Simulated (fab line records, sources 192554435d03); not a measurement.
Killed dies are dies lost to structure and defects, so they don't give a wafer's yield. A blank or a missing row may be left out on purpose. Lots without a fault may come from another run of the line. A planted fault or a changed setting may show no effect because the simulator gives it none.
Chamber matching | flow n5_finfet | N5_SD_EPI_N_ETCH_34 on rie_diel-04: 4 sister chambers
The step etches SiARC in CF4, target depth 45.5 nm, time 75.8 s. 24 wafers are shown with their chamber, then 12 later ones without.

WAFERS WITH THEIR CHAMBER
wafer  | chamber | showerhead_plenum_p_Torr (Torr) | throttle_valve_pct (%) | oes_product_au (a.u.)
L077.1 | 2       | 2.09                            | 15.25                  | 0.77
L077.2 | 3       | 2.20                            | 15.39                  | 0.63
L077.5 | 2       | 2.09                            | 15.26                  | 0.75
L078.1 | 0       | 2.06                            | 15.40                  | 0.63
L078.4 | 2       | 2.09                            | 15.27                  | 0.76
L078.6 | 3       | 2.20                            | 15.42                  | 0.64
L079.2 | 3       | 2.20                            | 15.41                  | 0.63
L079.4 | 2       | 2.09                            | 15.26                  | 0.73
L079.6 | 1       | 2.20                            | 15.58                  | 0.64
L080.2 | 3       | 2.19                            | 15.41                  | 0.63
L080.4 | 0       | 2.05                            | 15.42                  | 0.63
L080.5 | 2       | 2.09                            | 15.25                  | 0.75
L082.3 | 0       | 2.05                            | 15.42                  | 0.63
L082.5 | 2       | 2.08                            | 15.29                  | 0.74
L082.6 | 3       | 2.19                            | 15.42                  | 0.63
L084.1 | 2       | 2.08                            | 15.27                  | 0.72
L084.3 | 3       | 2.19                            | 15.43                  | 0.62
L084.4 | 1       | 2.20                            | 15.61                  | 0.63
L085.2 | 0       | 2.05                            | 15.46                  | 0.62
L085.3 | 1       | 2.20                            | 15.60                  | 0.62
L085.6 | 1       | 2.20                            | 15.61                  | 0.62
L091.3 | 3       | 2.19                            | 15.44                  | 0.61
L091.4 | 1       | 2.20                            | 15.64                  | 0.62
L091.6 | 1       | 2.20                            | 15.66                  | 0.62

SIGNATURES (means of the wafers above)
reading                  | chamber 0 | chamber 1 | chamber 2 | chamber 3 | scatter within a chamber
showerhead_plenum_p_Torr | 2.0525    | 2.2000    | 2.0871    | 2.1943    | 0.00441
throttle_valve_pct       | 15.4250   | 15.6167   | 15.2643   | 15.4171   | 0.0209
oes_product_au           | 0.6275    | 0.6250    | 0.7457    | 0.6271    | 0.0117
Rule: a wafer's distance from a chamber is the root of the sum, over the readings, of the square of ((its reading less the chamber's mean) divided by the reading's scatter). The wafer belongs to the nearest chamber; if the next one is less than 2 further off, it can't be placed. The scatter: the root of (the sum of the squares of (reading less its chamber's mean) over the shown wafers, divided by (wafers less chambers)).

WAFERS WITHOUT THEIR CHAMBER
wafer  | showerhead_plenum_p_Torr (Torr) | throttle_valve_pct (%) | oes_product_au (a.u.)
L092.1 | 2.05                            | 15.47                  | 0.61
L092.3 | 2.19                            | 15.47                  | 0.61
L092.4 | 2.08                            | 15.31                  | 0.71
L093.4 | 2.08                            | 15.30                  | 0.71
L093.5 | 2.19                            | 15.64                  | 0.61
L093.6 | 2.05                            | 15.46                  | 0.61
L094.1 | 2.08                            | 15.34                  | 0.71
L094.4 | 2.19                            | 15.46                  | 0.61
L094.6 | 2.05                            | 15.46                  | 0.61
L097.2 | 2.08                            | 15.33                  | 0.70
L097.5 | 2.19                            | 15.65                  | 0.61
L097.6 | 2.04                            | 15.45                  | 0.60

WHICH CHAMBER EACH WENT THROUGH
wafer  | from the rows above | in truth
L092.1 | 0                   | 0
L092.3 | 3                   | 3
L092.4 | 2                   | 2
L093.4 | 2                   | 2
L093.5 | 1                   | 1
L093.6 | 0                   | 0
L094.1 | 2                   | 2
L094.4 | 3                   | 3
L094.6 | 0                   | 0
L097.2 | 2                   | 2
L097.5 | 1                   | 1
L097.6 | 0                   | 0
Placed correctly: 12 of 12. Can't be placed from these rows: 0. Placed wrongly: 0.
